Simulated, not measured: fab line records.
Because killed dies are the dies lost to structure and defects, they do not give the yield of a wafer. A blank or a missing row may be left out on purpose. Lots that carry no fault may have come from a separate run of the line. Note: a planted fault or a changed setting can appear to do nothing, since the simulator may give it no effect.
The tool behind it: which one? / flow n5Finfet / at 1 step of a route of 1938, 11 lots with 32 wafers sampled

## WHAT EACH GAUGE READ, for each wafer
N5_BEOL_M8_CD_MEAS_11 targets a cd of 38.5 nm.
lot=L113; measured=day 9 09:00; on=cdSem-03; cdNm (nm)=39.1 38.8 38.9
lot=L116; measured=day 10 06:25; on=cdSem-02; cdNm (nm)=38.1 38.6 38.6
lot=L117; measured=day 10 06:43; on=cdSem-01; cdNm (nm)=38.8 39.0 38.1
lot=L119; measured=day 10 23:25; on=cdSem-03; cdNm (nm)=39.6 38.8 39.1
lot=L120; measured=day 11 01:58; on=cdSem-02; cdNm (nm)=37.7 38.6 38.3
lot=L122; measured=day 11 05:01; on=cdSem-01; cdNm (nm)=39.0 38.5 38.5
lot=L121; measured=day 11 05:04; on=cdSem-03; cdNm (nm)=38.8 38.3 38.4
lot=L123; measured=day 11 08:58; on=cdSem-03; cdNm (nm)=38.5 38.5
lot=L133; measured=day 14 04:53; on=cdSem-03; cdNm (nm)=39.3 38.9 39.6
lot=L134; measured=day 14 11:04; on=cdSem-02; cdNm (nm)=38.3 38.3 38.7
lot=L135; measured=day 14 11:30; on=cdSem-02; cdNm (nm)=38.5 38.3 39.0

## TOOL THAT RAN EACH LOT (tool first, then ch and the chambers of the sampled wafers, then the start)
There is no process step in the record ahead of these readings.

## THE ANSWER, worked out from the rows above alone
Rule: what is usual is taken from the lots themselves. Put in order of their means at a reading, lots are off if they are a third of the lots or fewer, leave a main group of 4 or more, and stand apart from it by a gap of 3 or more times the standard deviation of the main group's means; of several such gaps the widest counts. The tables above print the reading to a certain number of digits; a main group whose means all agree to those digits is not used. A lot without any number at a reading at which 4 lots or more have one is off too. Any other lot the step has rows for is counted as sound.
Nothing can be told from this: no lot is off at any reading shown.

## WHAT THE SIMULATOR HAD PUT IN
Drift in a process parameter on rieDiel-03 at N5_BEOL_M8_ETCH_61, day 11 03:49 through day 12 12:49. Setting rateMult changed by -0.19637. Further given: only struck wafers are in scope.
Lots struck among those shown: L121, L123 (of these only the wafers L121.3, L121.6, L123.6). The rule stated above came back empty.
